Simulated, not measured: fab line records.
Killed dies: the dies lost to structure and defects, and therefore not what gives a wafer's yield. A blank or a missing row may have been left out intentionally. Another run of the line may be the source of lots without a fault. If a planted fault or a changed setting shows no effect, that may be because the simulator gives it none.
A struck lot beside a sound one    flow n5_finfet    36 steps out of a route of 1938
Sound: these wafers, L342.2, L342.5, L342.6. Wafers struck: L327.2, L327.5, L327.6. The cause is given at the end.
Per side, at each step with rows, come the tool, then ch with its chambers, and then its first start. Under that, the readings that differ: sound wafers    struck wafers    difference of the means    sigmas: that difference in standard deviations of wafers without a fault.
alike: a reading whose means differ by less than 2 such deviations, as well as words and numbers matching on both sides. not compared: withheld readings; readings where some wafer has no value; bounds like >300 that might hide an equal value; numbers whose values overlap and for which the record gives no deviation.
Wherever a step has rows on one side only, a row that says differs or no value, or a row with sigmas, the two part there. When numbers do not overlap yet have no deviation, they are printed without sigmas and do not part them. Lack of a reading on every wafer of one side parts them only where that side has two or more wafers.

first, 9 steps without rows for these wafers: N5_BEOL_M4_ANNEAL_95 (time 240 s); N5_BEOL_M4_SPUTTER_96 (material Cu, target thk 4.5 nm, time 8.29 s); N5_BEOL_M4_ECD_50 (material Cu, target thk 300 nm); N5_BEOL_M4_ANNEAL_51 (time 90 s); N5_BEOL_M4_CMP_52 (polishes, stops on SiOC, t overpolish 6.8 s, target thk 40 nm); N5_BEOL_M4_PRE_CLEAN_60 (time 15 s); N5_BEOL_M4_CO_CAP_55 (material Co, precursor CCTBA/H2, target thk 2 nm, time 102.1 s); N5_BEOL_M4_PRE_CLEAN_56 (time 15 s); N5_BEOL_M4_DEP_57 (deposits SiCN from 3MS/NH3, target thk 8 nm, time 14 s).
N5_BEOL_M4_RC_MEAS_101:
  sound on prober-02 ch 0, day 13 08:46; struck on prober-02 ch 0, day 9 11:30
  alike: DIBL_N, DIBL_P, IOFF_N, IOFF_P, ION_N, ION_P, SS_N, SS_P, VT_N, VT_P
then, 24 steps without rows for these wafers: N5_BEOL_M5_ILD_DEP_00 (deposits SiCOH lowk from DEMS/porogen, target thk 140.64 nm, time 25.9 s); N5_BEOL_M5_CURE_79 (cures SiCOH lowk, time 240 s); N5_BEOL_M5_PECVD_70 (deposits SiO2 from TEOS/O2, target thk 16 nm, time 18 s); N5_BEOL_M5_HM_DEP_02 (deposits TiN, target thk 20 nm); N5_BEOL_M5_COAT_59 (time 60 s, resist thk 60 nm); N5_BEOL_M5_COAT_60 (time 60 s, resist thk 12 nm); N5_BEOL_M5_COAT_71 (time 60 s, resist thk 5 nm); N5_BEOL_M5_COAT_05 (resist thk 30 nm); N5_BEOL_M5_EBR_07; N5_BEOL_M5_SOFTBAKE_06 (time 60 s); N5_BEOL_M5_EXPOSE_08 (exposes mask M5, target cd 28 nm); N5_BEOL_M5_PEB_09 (peb time 60 s); N5_BEOL_M5_DEVELOP_10 (develop time 30 s); N5_BEOL_M5_DESCUM_16 (chemistry O2, time 7 s); N5_BEOL_M5_ETCH_72 (etches underlayer in N2/H2, target depth 6.5 nm, time 5.2 s); N5_BEOL_M5_ETCH_61 (etches SiARC in CF4, target depth 15.6 nm, time 26 s); N5_BEOL_M5_ETCH_62 (etches SOC in N2/H2, target depth 75 nm, overetch 15 nm, time 112.5 s); N5_BEOL_M5_STRIP_63 (strips in N2/H2); N5_BEOL_M5_STRIP_73 (strips in N2/H2); N5_BEOL_M5_STRIP_64 (strips in CF4); N5_BEOL_M5_HM_OPEN_17 (chemistry Cl2/BCl3, target TiN, target depth 20 nm, overetch 6 nm); N5_BEOL_M5_STRIP_19 (strips in O2); N5_BEOL_M5_COAT_65 (time 60 s, resist thk 60 nm); N5_BEOL_M5_COAT_66 (time 60 s, resist thk 12 nm).
-- here the record skips 4 days between the struck wafers' starts before and after, leaving off in module BEOL_M5 and picking up in module BEOL_M15 (first step shown: number 1813 of the route) --
N5_BEOL_M15_STRIP_37: strips in O2.
  sound on rie_diel-02 ch 0,1,2, day 17 03:57; struck on rie_diel-02 ch 1,2,3, day 13 00:13
  no value came back on the struck wafers for any of 7 readings (bias_power_w (W), chamber_pressure_mTorr (mTorr) and others); on the sound wafers bias_power_w (W) reads 0 0 0
  not compared: rf_hours_counter_h
N5_PASSIVATION_PROBE_49:
  record: rows for the struck wafers here (prober-02, day 13 16:35), none for the sound ones

WHERE THEY PART
Earliest at N5_BEOL_M15_STRIP_37; latest, in this record, at N5_PASSIVATION_PROBE_49.

WHY: the cause the simulator had injected
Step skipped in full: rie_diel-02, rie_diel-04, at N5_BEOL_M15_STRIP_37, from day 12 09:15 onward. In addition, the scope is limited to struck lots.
